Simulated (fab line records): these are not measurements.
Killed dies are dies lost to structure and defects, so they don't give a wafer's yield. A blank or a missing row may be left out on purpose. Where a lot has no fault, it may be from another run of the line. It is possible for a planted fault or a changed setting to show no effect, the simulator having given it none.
Split-lot experiment || flow n5Finfet || 21 wafers read across 7 lots, on a route 1938 steps long

ABOUT THE SPLIT
At N5_BEOL_M0_SAQP_PECVD_97 (deposits SiNx from SiH4/NH3/N2, target thk 23 nm, time 19.9 s), the setting timeS was moved away from the recipe's 19.9 s on 8 of the 21 wafers read, by -14.6% to +11.1%. The other wafers ran this setting at the recipe's value.

FROM THE SPLIT TO THE READING: what the file shows between them, 9 steps
- N5_BEOL_M0_SAQP_COAT_81: time 60 s, resist thk 100 nm (also split here: spinRpm)
- N5_BEOL_M0_SAQP_COAT_82: time 60 s, resist thk 30 nm
- N5_BEOL_M0_SAQP_COAT_08: resist thk 90 nm
- N5_BEOL_M0_SAQP_DESCUM_19: chemistry O2, time 7.9 s
- N5_BEOL_M0_SAQP_ETCH_83: etches SiARC in CF4, target depth 39 nm, time 65 s
- N5_BEOL_M0_SAQP_ETCH_84: etches SOC in N2/H2, target depth 100 nm, overetch 20 nm, time 150 s
- N5_BEOL_M0_SAQP_STRIP_80: strips in N2/H2
- N5_BEOL_M0_SAQP_HM_OPEN_112: chemistry CHF3/O2, target SiO2, stops on a-Si, target depth 12 nm, time 13.5 s
- N5_BEOL_M0_SAQP_STRIP_113: strips in CHF3/O2

THE READING
SiNx_of_BEOL_M0_SAQP_PECVD_97.thkNm (the simulator's own value, which no gauge read), in nm, at N5_BEOL_M0_SAQP_MANDREL_ETCH_20 (etches a-Si in HBr/Cl2, stops on SiNx, target depth 60 nm, bt time 10 s, time 30 s). There is no usual value for it anywhere in the file. Across the 13 wafers here that went through the recipe, the average is 18.1 nm and the standard deviation 0.29 nm.

{"wafer": "L074.2", "tool, chamber at the split": "pecvd-02, 0", "timeS as run, s": 19.9, "against the recipe": "recipe", "SiNx_of_BEOL_M0_SAQP_PECVD_97.thkNm, nm": 17.8, "against lot-mates on the recipe": "-"}
{"wafer": "L074.3", "tool, chamber at the split": "pecvd-02, 0", "timeS as run, s": 19.9, "against the recipe": "recipe", "SiNx_of_BEOL_M0_SAQP_PECVD_97.thkNm, nm": 18, "against lot-mates on the recipe": "-"}
{"wafer": "L074.6", "tool, chamber at the split": "pecvd-02, 1", "timeS as run, s": 20.74, "against the recipe": "+4.2%", "SiNx_of_BEOL_M0_SAQP_PECVD_97.thkNm, nm": 19.4, "against lot-mates on the recipe": "+1.5"}
{"wafer": "L078.4", "tool, chamber at the split": "pecvd-02, 2,1,0", "timeS as run, s": 19.9, "against the recipe": "recipe", "SiNx_of_BEOL_M0_SAQP_PECVD_97.thkNm, nm": 18.2, "against lot-mates on the recipe": "-"}
{"wafer": "L078.5", "tool, chamber at the split": "pecvd-02, 2,1,0", "timeS as run, s": 19.9, "against the recipe": "recipe", "SiNx_of_BEOL_M0_SAQP_PECVD_97.thkNm, nm": 18.2, "against lot-mates on the recipe": "-"}
{"wafer": "L078.6", "tool, chamber at the split": "pecvd-02, 2,1,0", "timeS as run, s": 19.9, "against the recipe": "recipe", "SiNx_of_BEOL_M0_SAQP_PECVD_97.thkNm, nm": 18.2, "against lot-mates on the recipe": "-"}
{"wafer": "L080.1", "tool, chamber at the split": "pecvd-01, 2,1", "timeS as run, s": 19.9, "against the recipe": "recipe", "SiNx_of_BEOL_M0_SAQP_PECVD_97.thkNm, nm": 18.2, "against lot-mates on the recipe": "-"}
{"wafer": "L080.5", "tool, chamber at the split": "pecvd-01, 2", "timeS as run, s": 19.9, "against the recipe": "recipe", "SiNx_of_BEOL_M0_SAQP_PECVD_97.thkNm, nm": 18.4, "against lot-mates on the recipe": "-"}
{"wafer": "L080.6", "tool, chamber at the split": "pecvd-01, 2,1", "timeS as run, s": 19.9, "against the recipe": "recipe", "SiNx_of_BEOL_M0_SAQP_PECVD_97.thkNm, nm": 18, "against lot-mates on the recipe": "-"}
{"wafer": "L081.3", "tool, chamber at the split": "pecvd-01, 0", "timeS as run, s": 22.11, "against the recipe": "+11.1%", "SiNx_of_BEOL_M0_SAQP_PECVD_97.thkNm, nm": 20.6, "against lot-mates on the recipe": "+2.0"}
{"wafer": "L081.4", "tool, chamber at the split": "pecvd-01, 2", "timeS as run, s": 22.11, "against the recipe": "+11.1%", "SiNx_of_BEOL_M0_SAQP_PECVD_97.thkNm, nm": 21, "against lot-mates on the recipe": "+2.4"}
{"wafer": "L081.5", "tool, chamber at the split": "pecvd-01, 1", "timeS as run, s": 19.9, "against the recipe": "recipe", "SiNx_of_BEOL_M0_SAQP_PECVD_97.thkNm, nm": 18.6, "against lot-mates on the recipe": "-"}
{"wafer": "L089.2", "tool, chamber at the split": "pecvd-04, 1", "timeS as run, s": 21.14, "against the recipe": "+6.2%", "SiNx_of_BEOL_M0_SAQP_PECVD_97.thkNm, nm": 19.2, "against lot-mates on the recipe": "+0.6"}
{"wafer": "L089.4", "tool, chamber at the split": "pecvd-04, 2", "timeS as run, s": 19.9, "against the recipe": "recipe", "SiNx_of_BEOL_M0_SAQP_PECVD_97.thkNm, nm": 18.6, "against lot-mates on the recipe": "-"}
{"wafer": "L089.5", "tool, chamber at the split": "pecvd-04, 1", "timeS as run, s": 21.14, "against the recipe": "+6.2%", "SiNx_of_BEOL_M0_SAQP_PECVD_97.thkNm, nm": 19.6, "against lot-mates on the recipe": "+1.0"}
{"wafer": "L092.1", "tool, chamber at the split": "pecvd-01, 2", "timeS as run, s": 19.9, "against the recipe": "recipe", "SiNx_of_BEOL_M0_SAQP_PECVD_97.thkNm, nm": 17.8, "against lot-mates on the recipe": "-"}
{"wafer": "L092.3", "tool, chamber at the split": "pecvd-01, 1", "timeS as run, s": 17, "against the recipe": "-14.6%", "SiNx_of_BEOL_M0_SAQP_PECVD_97.thkNm, nm": 14.4, "against lot-mates on the recipe": -3.4}
{"wafer": "L092.5", "tool, chamber at the split": "pecvd-01, 1", "timeS as run, s": 17, "against the recipe": "-14.6%", "SiNx_of_BEOL_M0_SAQP_PECVD_97.thkNm, nm": 14, "against lot-mates on the recipe": -3.8}
{"wafer": "L095.1", "tool, chamber at the split": "pecvd-02, 1", "timeS as run, s": 19.9, "against the recipe": "recipe", "SiNx_of_BEOL_M0_SAQP_PECVD_97.thkNm, nm": 17.6, "against lot-mates on the recipe": "-"}
{"wafer": "L095.2", "tool, chamber at the split": "pecvd-02, 0", "timeS as run, s": 17.81, "against the recipe": "-10.5%", "SiNx_of_BEOL_M0_SAQP_PECVD_97.thkNm, nm": 15.4, "against lot-mates on the recipe": -2.4}
{"wafer": "L095.3", "tool, chamber at the split": "pecvd-02, 2", "timeS as run, s": 19.9, "against the recipe": "recipe", "SiNx_of_BEOL_M0_SAQP_PECVD_97.thkNm, nm": 18, "against lot-mates on the recipe": "-"}
When a row names more than one chamber, that row covers several wafers, and the file does not tell which wafer ran in which chamber.

FIT RESULTS
A straight line over all 21 wafers: SiNx_of_BEOL_M0_SAQP_PECVD_97.thkNm changes by +0.255 nm for each +1% of timeS; r = +0.99; the points scatter about the line by 0.29 nm.
The same after taking each lot's own level away (the mean of its wafers on the recipe; 21 wafers): +0.223 nm for each +1%; r = +0.98; scatter 0.29 nm.
The reading moves by 3.2 nm for the largest change in timeS, on that fit.
From 17.80 to 18.60 nm: that is the span of the lots' own levels, equal to 2.8 times the standard deviation above.
In other words, the slope is changed by the lot-to-lot level; the two fits disagree.
Check: for one of the wafers moved furthest among these (-14.6%), held out of the fit, the line's prediction against its lot-mates is -3.31 nm. It came out at -3.4 nm against them.

OTHER SPLITS ON THESE WAFERS
These wafers also went through other splits before the reading. Each is held against what the fit with the lots' levels taken away leaves over:
{"other split on the same wafers": "N5_GATE_CUT_ETCH_36 cf4FlowSccm", "wafers away from the commonest value": 5, "r with SiNx_of_BEOL_M0_SAQP_PECVD_97.thkNm (lot level and that fit taken away)": "+0.29"}
{"other split on the same wafers": "N5_MOL_CONTACT_COAG_ETCH_91 sourceW", "wafers away from the commonest value": 6, "r with SiNx_of_BEOL_M0_SAQP_PECVD_97.thkNm (lot level and that fit taken away)": "+0.24"}
{"other split on the same wafers": "N5_MOL_CONTACT_COAG_VIA_ETCH_46 biasW", "wafers away from the commonest value": 7, "r with SiNx_of_BEOL_M0_SAQP_PECVD_97.thkNm (lot level and that fit taken away)": -0.05}
{"other split on the same wafers": "N5_BEOL_M0_SAQP_COAT_81 spinRpm", "wafers away from the commonest value": 7, "r with SiNx_of_BEOL_M0_SAQP_PECVD_97.thkNm (lot level and that fit taken away)": "+0.01"}

THE WHOLE CHAIN: every reading that the file lists as answering this split, in the file's order
{"step": "N5_BEOL_M0_SAQP_PECVD_97", "what it does": "deposits SiNx from SiH4/NH3/N2, target thk 23 nm, time 19.9 s", "reading": "SiNx_of_BEOL_M0_SAQP_PECVD_97.thkNm (the simulator's own value, which no gauge read)", "change (the file's fit)": "+0.223 nm for each +1% of the setting", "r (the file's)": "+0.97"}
{"step": "N5_BEOL_M0_SAQP_MANDREL_ETCH_20", "what it does": "etches a-Si in HBr/Cl2, stops on SiNx, target depth 60 nm, bt time 10 s, time 30 s", "reading": "SiNx_of_BEOL_M0_SAQP_PECVD_97.thkNm (the simulator's own value, which no gauge read)", "change (the file's fit)": "+0.226 nm for each +1% of the setting", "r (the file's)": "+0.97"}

FILE'S OWN FIT
SiNx_of_BEOL_M0_SAQP_PECVD_97.thkNm changes by +0.226 nm for each +1% of timeS, r = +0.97.
